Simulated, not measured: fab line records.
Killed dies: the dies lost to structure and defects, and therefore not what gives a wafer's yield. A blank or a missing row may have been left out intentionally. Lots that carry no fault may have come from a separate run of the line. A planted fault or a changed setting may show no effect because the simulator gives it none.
2 desks looking at one fault    flow n5-finfet    numbers are kept per desk, each desk with only its own; the story behind them comes last

== FOR THE TOOL OWNER'S DESK: litho-track-02 ==
The tool's own readings at N5_MOL_CONTACT_COAG_COAT_104 (time 60 s, resist thk 12 nm): means of the sampled wafers that have a number, for each lot that ran on this tool. Marked OUT: a lot whose mean sits more than 4 standard deviations from the usual mean, which makes it out of limits; the brackets give that distance.
Columns: A = heater-power-total-W at N5_MOL_CONTACT_COAG_COAT_104, usual 427.5 W; B = spin-speed-rpm at N5_MOL_CONTACT_COAG_COAT_104, usual 1500.2 rpm
lot   first seen here  A      B
L799  day 4 23:35      427.8  1500.7
L817  day 9 08:38      426.9  1451.3 (-49) OUT
L818  day 9 14:20      426.7  1453.3 (-47) OUT
This desk's finding: out of limits on L817, L818; first on L817, day 9 08:38 (spin-speed-rpm at N5_MOL_CONTACT_COAG_COAT_104). L799: within limits.

== THE METROLOGY DESK ==
What the gauges read for every lot (on any tool): the sampled wafers with a number, averaged. Marked OUT: a lot whose mean sits more than 4 standard deviations from the usual mean, which makes it out of limits; the brackets give that distance. It has 10 readings; the 7 that lie furthest out on some lot are the ones shown.
Columns: A = DIBL_N at N5_BEOL_M4_RC_MEAS_101, usual 37.1 mV/V; B = DIBL_P at N5_BEOL_M4_RC_MEAS_101, usual 37 mV/V; C = IOFF_N at N5_BEOL_M4_RC_MEAS_101, usual 0.18 nA/um; D = IOFF_P at N5_BEOL_M4_RC_MEAS_101, usual 0.21 nA/um; E = ION_N at N5_BEOL_M4_RC_MEAS_101, usual 674 uA/um; F = SS_N at N5_BEOL_M4_RC_MEAS_101, usual 72.1 mV/dec; G = VT_P at N5_BEOL_M4_RC_MEAS_101, usual -251 mV
lot   first seen here  A     B   C     D     E    F     G
L799  day 8 14:40      37.8  37  0.20  0.23  671  73.2  -249
L817  day 12 21:37     38.3  40  0.21  0.24  680  72.1  -249
L818  day 13 00:05     37.1  37  0.19  0.21  673  72.2  -252
L821  day 14 00:46     39.3  39  0.21  0.22  682  72.8  -250
This desk's verdict: no lot among the 4 shows anything out of limits.

== PUT TOGETHER ==
At day 9 08:38, on L817, L818, the tool owner's desk was in a position to raise an alarm.
From the metrology desk's view, nothing was out of limits.
The metrology desk holds a record of L817, L818, inside its limits.
Every lot named ran N5_MOL_CONTACT_COAG_COAT_104 on litho-track-02.

== WHAT WAS PUT IN BY THE SIMULATOR ==
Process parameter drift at N5_MOL_CONTACT_COAG_COAT_104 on litho-track-02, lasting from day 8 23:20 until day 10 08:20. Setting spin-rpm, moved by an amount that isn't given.
Lots struck among those shown: L817, L818.
Time in hours from fault onset to the first out-of-limits reading at each desk: the tool owner's desk, 9.
